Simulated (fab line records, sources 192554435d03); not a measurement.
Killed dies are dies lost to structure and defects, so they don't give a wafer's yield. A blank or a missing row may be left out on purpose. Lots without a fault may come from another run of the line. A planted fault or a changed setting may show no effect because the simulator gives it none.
Which tool did it? | flow n5_finfet | 10 lots, 30 wafers sampled, at 6 steps of a route of 1938

WHAT THE GAUGES READ, wafer by wafer
The record holds no reading of a measuring or inspecting step that can be judged against a usual standard deviation.

WHICH TOOL RAN EACH LOT (tool, then ch and the chambers of the sampled wafers, then the start)
lot  | N5_BEOL_M10_PECVD_70            | N5_BEOL_M10_ALD_74                  | N5_BEOL_M10_CMP_52            | N5_BEOL_M10_DEP_56              | N5_BEOL_M11_PECVD_70            | N5_PASSIVATION_PROBE_49
L603 | pecvd-02 ch 0,1, day 10 16:31   | ald_metal-02 ch 1,2, day 10 21:46   | cmp-03 ch 0,2,3, day 10 22:50 | pecvd-04 ch 0,1,2, day 10 23:07 | pecvd-03 ch 0,2, day 11 00:00   | prober-02, day 13 04:47
L607 | pecvd-04 ch 0,1, day 11 04:40   | ald_metal-04 ch 1,2,3, day 11 08:13 | cmp-02 ch 1,3, day 11 11:07   | pecvd-02 ch 0,1,2, day 11 11:29 | pecvd-01 ch 0,1,2, day 11 12:43 | -
L605 | pecvd-04 ch 0,1,2, day 11 07:04 | ald_metal-01 ch 2,3, day 11 13:07   | cmp-02 ch 2,3, day 11 14:52   | pecvd-04 ch 1,2, day 11 15:14   | pecvd-01 ch 0,1,2, day 11 16:02 | -
L606 | pecvd-04 ch 0,1,2, day 11 09:10 | ald_metal-01 ch 0,1,2, day 11 15:32 | cmp-03 ch 1,2, day 11 17:13   | pecvd-02 ch 0,2, day 11 17:34   | pecvd-03 ch 1,2, day 11 18:20   | -
L608 | pecvd-04 ch 0,1,2, day 11 15:03 | ald_metal-02 ch 1,3, day 11 19:09   | cmp-03 ch 2,3, day 11 21:20   | pecvd-03 ch 0,1,2, day 11 21:42 | pecvd-02 ch 1,2, day 11 22:28   | -
L614 | pecvd-03 ch 0,1,2, day 13 04:23 | ald_metal-04 ch 0,1, day 13 11:16   | cmp-01 ch 1,2,3, day 13 12:42 | pecvd-04 ch 0,1,2, day 13 13:01 | pecvd-01 ch 0,1,2, day 13 14:16 | -
L613 | pecvd-02 ch 0,2, day 13 12:23   | ald_metal-02 ch 0,2, day 13 16:19   | cmp-02 ch 1,3, day 13 18:13   | pecvd-04 ch 0,2, day 13 18:32   | pecvd-01 ch 0,2, day 13 20:07   | -
L617 | pecvd-02 ch 0,1, day 14 05:14   | ald_metal-02 ch 0,3, day 14 14:14   | cmp-03 ch 1,2,3, day 14 15:49 | pecvd-04 ch 1,2, day 14 16:05   | pecvd-01 ch 0,1,2, day 14 16:52 | -
L623 | pecvd-04 ch 0,1,2, day 15 17:31 | ald_metal-02 ch 0,1,3, day 15 21:34 | cmp-01 ch 0,1,2, day 16 00:54 | pecvd-04 ch 0,1, day 16 01:15   | pecvd-02 ch 0,1,2, day 16 02:01 | prober-02, day 18 09:50
L625 | pecvd-04 ch 0,2, day 16 00:53   | ald_metal-04 ch 0,1,3, day 16 07:37 | cmp-02 ch 0,2,3, day 16 08:59 | pecvd-02 ch 0,1,2, day 16 09:18 | pecvd-02 ch 0,1,2, day 16 10:04 | -
- N5_BEOL_M10_PECVD_70: deposits SiO2 from TEOS/O2, target thk 20 nm, time 22.7 s.
- N5_BEOL_M10_ALD_74: deposits TaN, target thk 2 nm, pulse time 2 s, purge time 3 s.
- N5_BEOL_M10_CMP_52: polishes, stops on SiCOH lowk, t overpolish 7 s, target thk 140 nm.
- N5_BEOL_M10_DEP_56: deposits SiCN from 3MS/NH3, target thk 15 nm, time 26.5 s.
- N5_BEOL_M11_PECVD_70: deposits SiO2 from TEOS/O2, target thk 20 nm, time 22.7 s.
- N5_PASSIVATION_PROBE_49

WHAT THE TOOLS THEMSELVES READ (means of the sampled wafers that have a number; where no wafer has one, the mark that the record gives instead)
N5_BEOL_M10_PECVD_70. Usual: heater_power_w 762 W, standard deviation 120; showerhead_plenum_p_Torr 8.78 Torr, standard deviation 0.043; throttle_valve_pct 21.9 %, standard deviation 1.3.
lot  | tool     | heater_power_w (W) | showerhead_plenum_p_Torr (Torr) | throttle_valve_pct (%) | flag
L603 | pecvd-02 | 695                | 8.80                            | 22.4                   |
L607 | pecvd-04 | 839                | 8.76                            | 21.3                   |
L605 | pecvd-04 | 824                | 8.78                            | 20.9                   |
L606 | pecvd-04 | 803                | 8.76                            | 20.8                   |
L608 | pecvd-04 | 907                | 8.78                            | 20.9                   |
L614 | pecvd-03 | 709                | 8.80                            | 23.8                   |
L613 | pecvd-02 | 669                | 8.80                            | 21.9                   |
L617 | pecvd-02 | 708                | 8.80                            | 22.3                   |
L623 | pecvd-04 | 839                | 8.77                            | 21.0                   |
L625 | pecvd-04 | 834                | 8.81                            | 20.8                   |

N5_BEOL_M10_ALD_74. Usual: heater_power_w 410 W, standard deviation 34.
lot  | tool         | heater_power_w (W) | flag
L603 | ald_metal-02 | 414                |
L607 | ald_metal-04 | 448                |
L605 | ald_metal-01 | 377                |
L606 | ald_metal-01 | 430                |
L608 | ald_metal-02 | 394                |
L614 | ald_metal-04 | 449                |
L613 | ald_metal-02 | 383                |
L617 | ald_metal-02 | 381                |
L623 | ald_metal-02 | 385                |
L625 | ald_metal-04 | 450                |

N5_BEOL_M10_CMP_52. Usual: barrier_field_endpoint_s 29.0 s, standard deviation 0.75; clearing_platen_down_force_psi 1.5004 psi, standard deviation 0.0026; motor_current_A 6.1 A, standard deviation 0.78.
lot  | tool   | barrier_field_endpoint_s (s) | clearing_platen_down_force_psi (psi) | motor_current_A (A) | flag
L603 | cmp-03 | 29.7                         | 1.4977                               | 6.4                 |
L607 | cmp-02 | 28.4                         | 1.4984                               | 6.3                 |
L605 | cmp-02 | 29.0                         | 1.5010                               | 7.1                 |
L606 | cmp-03 | 33.8                         | 1.5025                               | 6.0                 | OFF
L608 | cmp-03 | 32.7                         | 1.4975                               | 5.9                 | OFF
L614 | cmp-01 | 27.9                         | 1.5006                               | 5.5                 |
L613 | cmp-02 | 28.7                         | 1.4992                               | 6.2                 |
L617 | cmp-03 | 29.2                         | 1.4991                               | 6.4                 |
L623 | cmp-01 | 29.3                         | 1.5022                               | 5.7                 |
L625 | cmp-02 | 29.5                         | 1.4993                               | 6.4                 |

N5_BEOL_M10_DEP_56. Usual: showerhead_plenum_p_Torr 3.666 Torr, standard deviation 0.0094; throttle_valve_pct 8.9 %, standard deviation 0.55.
lot  | tool     | showerhead_plenum_p_Torr (Torr) | throttle_valve_pct (%) | flag
L603 | pecvd-04 | 3.661                           | 8.6                    |
L607 | pecvd-02 | 3.669                           | 8.8                    |
L605 | pecvd-04 | 3.661                           | 8.5                    |
L606 | pecvd-02 | 3.672                           | 8.6                    |
L608 | pecvd-03 | 3.667                           | 9.6                    |
L614 | pecvd-04 | 3.666                           | 8.6                    |
L613 | pecvd-04 | 3.672                           | 8.3                    |
L617 | pecvd-04 | 3.657                           | 8.7                    |
L623 | pecvd-04 | 3.659                           | 8.5                    |
L625 | pecvd-02 | 3.667                           | 8.8                    |

N5_BEOL_M11_PECVD_70. Usual: heater_power_w 691 W, standard deviation 110; showerhead_plenum_p_Torr 8.795 Torr, standard deviation 0.019; throttle_valve_pct 22.6 %, standard deviation 1.4.
lot  | tool     | heater_power_w (W) | showerhead_plenum_p_Torr (Torr) | throttle_valve_pct (%) | flag
L603 | pecvd-03 | 743                | 8.795                           | 23.0                   |
L607 | pecvd-01 | 650                | 8.797                           | 22.2                   |
L605 | pecvd-01 | 708                | 8.795                           | 22.5                   |
L606 | pecvd-03 | 723                | 8.802                           | 23.9                   |
L608 | pecvd-02 | 647                | 8.773                           | 21.0                   |
L614 | pecvd-01 | 694                | 8.793                           | 22.3                   |
L613 | pecvd-01 | 734                | 8.811                           | 21.3                   |
L617 | pecvd-01 | 665                | 8.809                           | 22.4                   |
L623 | pecvd-02 | 679                | 8.790                           | 21.9                   |
L625 | pecvd-02 | 706                | 8.802                           | 22.0                   |

N5_PASSIVATION_PROBE_49. Usual: defect_limited_yield 91.7 %, standard deviation 1.5; killed_at_M0_to_M3 30, standard deviation 8.6; killed_at_M4_up 12, standard deviation 4.5; killed_at_contacts 13, standard deviation 5.8; killed_at_front_end 38, standard deviation 11; killed_at_other 4, standard deviation 3; killed_dies 97, standard deviation 17; killed_open 63, standard deviation 12; killed_short 32, standard deviation 8.8; sort_bin_5_function 4.8 %, standard deviation 0.91; sort_bin_6_memory 3.1 %, standard deviation 0.68; sort_n_pass 1083, standard deviation 17; sort_yield_pct 91.7 %, standard deviation 1.5.
lot  | tool      | defect_limited_yield (%) | killed_at_M0_to_M3 | killed_at_M4_up | killed_at_contacts | killed_at_front_end | killed_at_other | killed_dies | killed_open | killed_short | sort_bin_5_function (%) | sort_bin_6_memory (%) | sort_n_pass | sort_yield_pct (%) | flag
L603 | prober-02 | 92.4                     | 36                 | 8               | 18                 | 21                  | 7               | 90          | 61          | 27           | 4.3                     | 3.1                   | 1090        | 92.4               |
L623 | prober-02 | 91.4                     | 32                 | 14              | 16                 | 37                  | 3               | 102         | 60          | 40           | 5.1                     | 3.2                   | 1078        | 91.4               |

THE ANSWER, worked out from the rows above alone
Rule: a lot is off if the mean of its wafers that have a number lies more than 3 standard deviations from the usual mean. A lot without any number at a reading at which 4 lots or more have one is off too. The other lots that the step has rows for count as sound. The gauges are gone through in route order, then the tools' own readings, and for those a lot's mean is taken as printed above. The first step at which some lot is off is used, and at that step the reading that is off furthest; a lot without a number counts as furthest.
Off: L606, L608, at N5_BEOL_M10_CMP_52 (barrier_field_endpoint_s).
A tool fits if, at that step or a process step before it, it ran every lot that is off, and no sound lot after the first of them. None of those tried fits.

WHAT THE SIMULATOR HAD PUT IN
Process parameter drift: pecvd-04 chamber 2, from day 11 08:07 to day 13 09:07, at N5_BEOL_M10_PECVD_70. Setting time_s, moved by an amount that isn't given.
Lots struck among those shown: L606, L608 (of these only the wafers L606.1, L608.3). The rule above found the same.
